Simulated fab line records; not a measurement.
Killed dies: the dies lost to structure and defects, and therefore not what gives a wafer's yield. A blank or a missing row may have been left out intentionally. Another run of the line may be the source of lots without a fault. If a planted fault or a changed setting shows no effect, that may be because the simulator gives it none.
A struck lot beside a sound one + flow n5-finfet + 39 steps out of a route of 1938
Sound: these wafers, L987.1, L987.3, L987.6. Struck: wafer L976.4 (L976.3, L976.6, from the same lot, were not struck and are left out); the cause is given at the end.
At each step with rows: each side's tool, then ch and its chambers, then its first start. Under that, the readings that differ: sound wafers + struck wafers + difference of the means + sigmas: that difference in standard deviations of wafers without a fault.
alike: same words and numbers on both sides, and readings whose means sit less than 2 such deviations apart. not compared: any withheld reading, any reading some wafer has no value for, any bound like >300 that may hide the same value, and any number with overlapping values for which the record gives no deviation.
The two part at a step that has a row with sigmas, a row that says differs or no value, or rows on one side only. Numbers that have no deviation but don't overlap get no sigmas and don't part them. Lack of a reading on every wafer of one side parts them only where that side has two or more wafers.

first, 10 steps without rows for these wafers: N5_DUMMY_GATE_ETCH_23 (etches poly-Si in HBr/Cl2/O2, target depth 41 nm, time 22.3 s); N5_DUMMY_GATE_ETCH_44 (etches poly-Si in HBr/O2, stops on SiO2, target depth 127.5 nm); N5_DUMMY_GATE_ETCH_42 (etches SiO2 in CHF3/O2, target depth 3.5 nm, time 31 s); N5_DUMMY_GATE_STRIP_48 (strips in N2/H2, time 20 s); N5_DUMMY_GATE_PRECLEAN_33 (cleans in dHF, time 10 s); N5_DUMMY_GATE_PRECLEAN_25 (cleans in O3/DIW, time 45 s); N5_DUMMY_GATE_PRECLEAN_51 (cleans in SC2, time 45 s); N5_DUMMY_GATE_SRD_26 (time 30 s); N5_DUMMY_GATE_UV_OZONE_45 (time 120 s); N5_SPACER0_ALD_07 (deposits SiNx, target thk 2 nm).
N5_SPACER0_ALD_00: deposits SiOCN, target thk 3.5 nm, pulse time 3 s, purge time 2 s.
  sound on ald-sin-02 ch 2,3, day 8 00:30; struck on ald-sin-04 ch 2, day 5 06:50
| reading                                   | sound       | struck | difference | sigmas |
|-------------------------------------------|-------------|--------|------------|--------|
| ald-cycles                                | 58 58 58    | 35     | -23        |        |
| model.SiOCN_of_SPACER0_ALD_00.thk-nm (nm) | 3.6 3.4 3.6 | 2      | -2         |        |
  alike: heater-power-outer-w, heater-power-w, precursor-pulse-height-rel
then, 25 steps without rows for these wafers: N5_SPACER0_ALD_08 (deposits SiNx, target thk 2 nm); N5_SD_EPI_N_COAT_32 (time 60 s, resist thk 350 nm); N5_SD_EPI_N_COAT_33 (time 60 s, resist thk 35 nm); N5_SD_EPI_N_COAT_03 (resist thk 150 nm); N5_SD_EPI_N_EBR_05; N5_SD_EPI_N_SOFTBAKE_04 (time 60 s); N5_SD_EPI_N_EXPOSE_06 (exposes mask SD N BLK, target cd 120 nm); N5_SD_EPI_N_PEB_07 (peb time 60 s); N5_SD_EPI_N_DEVELOP_08 (develop time 30 s); N5_SD_EPI_N_DESCUM_14 (chemistry O2, time 7.9 s); N5_SD_EPI_N_ETCH_34 (etches SiARC in CF4, target depth 45.5 nm, time 75.8 s); N5_SD_EPI_N_ETCH_35 (etches SOC in N2/H2, overetch 108 nm, time 486 s); N5_SD_EPI_N_STRIP_36 (strips in N2/H2); N5_SD_EPI_N_ETCHBACK_44 (etches SiNx in CH3F/O2, stops on SiO2, target depth 14.5 nm); N5_SD_EPI_N_ETCH_45 (etches SiOCN in CH3F/O2, target depth 6 nm); N5_SD_EPI_N_ETCH_16 (etches SiO2 in CHF3/O2, target depth 5 nm); N5_SD_EPI_N_STRIP_47 (strips in CHF3/O2); N5_SD_EPI_N_SD_RECESS_17 (chemistry HBr/Cl2/O2, target depth 41 nm, time 23.7 s, bt time 3 s); N5_SD_EPI_N_STRIP_38 (strips in N2/H2); N5_SD_EPI_N_WET_ETCH_43 (etches SiO2 in dHF, time 14 s, target depth 1.5 nm); N5_SD_EPI_N_STRIP_18 (strips in SPM, time 750 s); N5_SD_EPI_N_SRD_20 (time 30 s); N5_SD_EPI_N_PRECLEAN_48 (cleans in NF3:NH3, afs cycles 2, time 20 s, sublimation time 60 s); N5_SD_EPI_N_VAPOR_ETCH_50 (etches Si in HCl, time 54 s); N5_SD_EPI_N_EPI_21 (deposits Si:P, time 690 s).
N5_SD_EPI_P_PRECLEAN_32: cleans in dHF, time 10 s.
  sound on wet-bench-02 ch 1,3,7, day 8 09:26; struck on wet-bench-06 ch 1, day 5 16:05
| reading                                   | sound       | struck | difference | sigmas |
|-------------------------------------------|-------------|--------|------------|--------|
| model.SiOCN_of_SPACER0_ALD_00.thk-nm (nm) | 3.4 3.4 3.4 | 2      | -1         |        |
-- the record jumps here: 4 days lie between the struck wafers' starts before and after (it left off in module SD_EPI_P and takes up again in module BEOL_M4, whose first step shown is number 1111 of the route) --
N5_BEOL_M4_RC_MEAS_101:
  sound on prober-02 ch 0, day 13 10:50; struck on prober-02 ch 0, day 9 18:05
| reading            | sound              | struck | difference | sigmas |
|--------------------|--------------------|--------|------------|--------|
| DIBL_N (mV/V)      | 37.3 38.2 36.4     | 46.2   | +8.9       | +5     |
| DIBL_P (mV/V)      | 36.0 36.4 34.6     | 44.1   | +8.4       | +4     |
| IOFF_N (nA/um)     | 0.163 0.174 0.144  | 0.433  | +0.273     | +10    |
| IOFF_N_85C (nA/um) | 3.2 3.4 2.8        | 7.2    | +4.1       | +9     |
| IOFF_N_LIN (nA/um) | 0.079 0.081 0.069  | 0.170  | +0.094     | +9     |
| IOFF_P (nA/um)     | 0.22 0.22 0.20     | 0.54   | +0.33      | +9     |
| IOFF_P_85C (nA/um) | 3.8 3.8 3.5        | 8.1    | +4.4       | +9     |
| IOFF_P_LIN (nA/um) | 0.107 0.107 0.098  | 0.220  | +0.116     | +8     |
| ION_N (uA/um)      | 689 690 679        | 736    | +50        | +5     |
| ION_P (uA/um)      | 471 472 469        | 511    | +40        | +5     |
| REXT_N (ohm.um)    | 74.7 73.7 73.8     | 65.6   | -8.5       | -5     |
| REXT_P (ohm.um)    | 99.9 101.5 101.1   | 86.4   | -14.4      | -6     |
| SS_P (mV/dec)      | 73.0 73.1 73.1     | 74.9   | +1.8       | +3     |
| VT_N (mV)          | 245 249 249        | 233    | -15        | -5     |
| VT_N_LVT (mV)      | 98.4 97.9 101.0    | 80.1   | -19.0      | -7     |
| VT_P (mV)          | -244 -248 -250     | -231   | +16        | +5     |
| VT_P_LVT (mV)      | -98.5 -98.6 -100.3 | -80.0  | +19.1      | +7     |
  alike: SS_N
-- here the record skips 5 days between the struck wafers' starts before and after, leaving off in module BEOL_M4 and picking up in module PASSIVATION (first step shown: number 1936 of the route) --
N5_PASSIVATION_PROBE_49:
  record: rows for the struck wafers here (prober-01, day 14 15:10), none for the sound ones

WHERE THEY PART
First at N5_BEOL_M4_RC_MEAS_101; last, within this record, at N5_PASSIVATION_PROBE_49.

WHY: whatever the simulator had introduced
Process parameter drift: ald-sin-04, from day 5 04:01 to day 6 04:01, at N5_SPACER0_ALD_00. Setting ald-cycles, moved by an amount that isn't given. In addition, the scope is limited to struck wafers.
